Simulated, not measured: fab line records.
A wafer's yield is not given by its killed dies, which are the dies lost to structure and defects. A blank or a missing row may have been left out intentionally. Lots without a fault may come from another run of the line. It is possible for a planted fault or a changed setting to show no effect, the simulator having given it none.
Problem report, 8D (eight disciplines) form, completed by code / flow n5-finfet / the parts of the form that need people (team, actions taken, sign-off) are left out
Where a reading is given only as a bound, like >300, the bound stands for it, and a mean or a difference that rests on one is marked > or <: the true number lies beyond.

## 1. WHAT WENT WRONG
raw-defect-count at N5_BEOL_M12_INSPECT_30 reads a mean of >300 on 3 wafers of 2 lots; wafers without a fault read 2.1 with a standard deviation of 1.5. That is +99 or more standard deviations from the usual mean.
The step: inspects for defects (macro).
First observed at day 15 17:28: wafer L217.4, on defect-inspect-02. At this step, 30 wafers from 10 lots have a number in the record. Rule for "out" (also "out of limits"): further than 4 standard deviations from the usual mean. The rest of the wafers with a number are treated as sound.

## 2. WHAT THIS IS AND IS NOT
question=which readings at this step | is=raw-defect-count | is not=-
question=which lots | is=L217, L219 | is not=L204, L205, L206, L210, L214, L223, L224, L225
question=which wafers of those lots | is=L217.4, L217.5, L219.5 | is not=L217.2, L219.2, L219.4
question=read on which gauges | is=defect-inspect-01, defect-inspect-02 | is not=-
question=when | is=from day 15 17:28 | is not=up to then (16 sound wafers); but 11 sound wafers of L219, L223, L224, L225 came after

## 3. SUSPECTS, AND WHAT RULES EACH OUT
Counting: any tool at a process step up to the reading remains a suspect provided it ran every lot that is out. Sound lots after the first of them don't rule it out here, since some wafers of a struck lot are sound.
- the gauge at N5_BEOL_M12_INSPECT_30 is ruled out. Those wafers that are out were read across 2 gauges (defect-inspect-01, defect-inspect-02).
- plasma-asher-01 at N5_BEOL_M12_STRIP_64 (strips in N2/H2): kept. Ran every lot that is out, first one L217 (day 15 16:49); last sound lot up to then L214 (day 14 12:46).
- Within plasma-asher-01 at N5_BEOL_M12_STRIP_64: the wafers that are out ran in chamber 0; their sound lot-mates ran in chamber 1.
Remaining after the count: plasma-asher-01 at N5_BEOL_M12_STRIP_64.

## 4. THE CAUSE (what the simulator had put in)
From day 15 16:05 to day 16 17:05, plasma-asher-01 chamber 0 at N5_BEOL_M12_STRIP_64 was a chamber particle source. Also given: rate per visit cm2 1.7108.
This tool alone remained once counting was done.

## 5. THE EFFECT CHAIN, in route order
One row per reading whose mean, taken over the struck wafers that have a number, lies over 3 standard deviations from the usual. Readings are gone through only where the record gives a usual standard deviation; hours: the median, over the lots, of the time from a lot's start at the first step in this table giving one to that lot's start at this step; sigmas: the change measured in usual standard deviations.
hours=0; step=N5_BEOL_M12_INSPECT_30; reading=raw-defect-count; usual=2.1; on struck wafers=>300; change=>+298; sigmas=+99 or more
hours=39; step=N5_PASSIVATION_PROBE_49; reading=defect-limited-yield; usual=91.3 %; on struck wafers=79.8; change=-11.5; sigmas=-8.2
hours=39; step=N5_PASSIVATION_PROBE_49; reading=killed_at_M4_up; usual=15; on struck wafers=159; change=+144; sigmas=+23
hours=39; step=N5_PASSIVATION_PROBE_49; reading=killed-dies; usual=102; on struck wafers=239; change=+137; sigmas=+8.1
hours=39; step=N5_PASSIVATION_PROBE_49; reading=sort_bin_5_function; usual=5.1 %; on struck wafers=12.1; change=+7.0; sigmas=+8.0
hours=39; step=N5_PASSIVATION_PROBE_49; reading=sort-n-pass; usual=1078; on struck wafers=941; change=-137; sigmas=-8.1
hours=39; step=N5_PASSIVATION_PROBE_49; reading=sort-yield-pct; usual=91.3 %; on struck wafers=79.8; change=-11.5; sigmas=-8.2
Process steps it contains:
- N5_PASSIVATION_PROBE_49

## 6. WHAT WOULD HAVE CAUGHT IT SOONER
In this record the first reading out of limits at a measuring or inspecting step was taken at day 15 17:28, 1 hour after the fault began at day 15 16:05.
Of the tool readings at N5_BEOL_M12_STRIP_64 for which the record gives a usual standard deviation, none was out on any struck wafer, so an alarm limit of 4 standard deviations on them would not have fired.
Of the lots that are out (2), L219 began N5_BEOL_M12_STRIP_64 on plasma-asher-01 after day 15 17:28. Had the tool been put on hold then, it would have been spared.
